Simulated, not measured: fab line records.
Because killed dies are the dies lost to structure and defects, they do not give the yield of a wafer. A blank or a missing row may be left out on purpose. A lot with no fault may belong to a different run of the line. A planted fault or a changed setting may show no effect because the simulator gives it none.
Chamber matching + flow n5 finfet + 4 sister chambers for N5_GATE_CUT_SAC_CAP_01 on ald sin-02
The step material SiNx, target thk 24 nm, pulse time 1 s, ald cycles 480. 4 wafers are shown with their chamber, then 9 later ones without.

== WAFERS, EACH WITH ITS CHAMBER ==
| wafer  | chamber | heater power w (W) |
|--------|---------|--------------------|
| L075.2 | 0       | 900                |
| L086.1 | 2       | 875                |
| L086.2 | 3       | 777                |
| L086.3 | 1       | 838                |

== WAFERS WITH NO CHAMBER GIVEN ==
| wafer  | heater power w (W) |
|--------|--------------------|
| L086.4 | 893                |
| L086.5 | 903                |
| L086.6 | 835                |
| L092.4 | 800                |
| L092.5 | 828                |
| L092.6 | 910                |
| L094.1 | 876                |
| L094.4 | 845                |
| L094.5 | 834                |

== EACH ONE'S CHAMBER ==
| wafer  | from the rows above     | in truth |
|--------|-------------------------|----------|
| L086.4 | can't be placed: 0 or 2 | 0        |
| L086.5 | 0                       | 0        |
| L086.6 | 1                       | 1        |
| L092.4 | can't be placed: 3 or 1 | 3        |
| L092.5 | 1                       | 1        |
| L092.6 | 0                       | 0        |
| L094.1 | 2                       | 2        |
| L094.4 | 1                       | 1        |
| L094.5 | 1                       | 1        |
7 of 9 placed correctly. From these rows, 2 cannot be placed; in 2 the true chamber is one of the candidates. Placed wrongly: 0.
How it was worked out, from the rows above alone: a wafer's distance from a chamber is the root of the sum, over the readings, of the square of ((its reading less the chamber's mean) divided by the reading's scatter). If the next closest chamber is less than 2 further off than the closest, the wafer can't be placed; otherwise it belongs to the closest. The mean given for a chamber averages the wafers shown for that chamber. The scatter (one wafer shown for each chamber): square how far every hidden wafer sits from the nearest shown wafer, average those squares and take the square root.
